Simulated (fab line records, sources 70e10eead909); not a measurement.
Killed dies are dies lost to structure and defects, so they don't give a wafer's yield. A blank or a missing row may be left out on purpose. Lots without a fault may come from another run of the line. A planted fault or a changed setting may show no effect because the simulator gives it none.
Chamber matching | flow nand_harc | NHARC_A_CHANNEL_HOLE_D1_DESCUM_15 on rie_diel-06: 4 sister chambers
The step chemistry O2, time 3 s. 14 wafers are shown with their chamber, then 6 later ones without.

WAFERS WITH THEIR CHAMBER
wafer  | chamber | drypump_motor_current_A (A) | showerhead_plenum_p_Torr (Torr) | rf_vpp_V (V)
L533.2 | 2       | 5.8                         | 1.84                            | 58.1
L533.3 | 1       | 5.6                         | 2.01                            | 57.3
L533.6 | 2       | 5.8                         | 1.84                            | 55.7
L535.1 | 3       | 6.5                         | 1.88                            | 57.5
L535.3 | 2       | 5.8                         | 1.84                            | 57.3
L535.5 | 3       | 6.5                         | 1.88                            | 56.6
L543.3 | 1       | 5.6                         | 2.01                            | 58.1
L543.6 | 3       | 6.6                         | 1.88                            | 57.6
L545.1 | 2       | 5.8                         | 1.83                            | 57.7
L545.2 | 0       | 5.9                         | 1.89                            | 58.3
L545.6 | 1       | 5.6                         | 2.01                            | 58.7
L552.1 | 3       | 6.6                         | 1.88                            | 56.9
L552.3 | 1       | 5.6                         | 2.00                            | 58.6
L552.6 | 0       | 5.9                         | 1.88                            | 57.4

SIGNATURES (means of the wafers above)
reading                  | chamber 0 | chamber 1 | chamber 2 | chamber 3 | scatter within a chamber
drypump_motor_current_A  | 5.900     | 5.600     | 5.800     | 6.550     | 0.0316
showerhead_plenum_p_Torr | 1.8850    | 2.0075    | 1.8375    | 1.8800    | 0.00447
rf_vpp_V                 | 57.850    | 58.175    | 57.200    | 57.150    | 0.751
Rule: a wafer's distance from a chamber is the root of the sum, over the readings, of the square of ((its reading less the chamber's mean) divided by the reading's scatter). The wafer belongs to the nearest chamber; if the next one is less than 2 further off, it can't be placed. The scatter: the root of (the sum of the squares of (reading less its chamber's mean) over the shown wafers, divided by (wafers less chambers)).

WAFERS WITHOUT THEIR CHAMBER
wafer  | drypump_motor_current_A (A) | showerhead_plenum_p_Torr (Torr) | rf_vpp_V (V)
L553.1 | 5.6                         | 2.00                            | 58.6
L553.3 | 6.0                         | 1.88                            | 57.8
L553.4 | 5.9                         | 1.88                            | 57.7
L555.3 | 6.5                         | 1.88                            | 58.2
L555.4 | 6.0                         | 1.88                            | 57.7
L555.5 | 6.6                         | 1.88                            | 58.4

WHICH CHAMBER EACH WENT THROUGH
wafer  | from the rows above | in truth
L553.1 | 1                   | 1
L553.3 | 0                   | 0
L553.4 | 0                   | 0
L555.3 | 3                   | 3
L555.4 | 0                   | 0
L555.5 | 3                   | 3
Placed correctly: 6 of 6. Can't be placed from these rows: 0. Placed wrongly: 0.
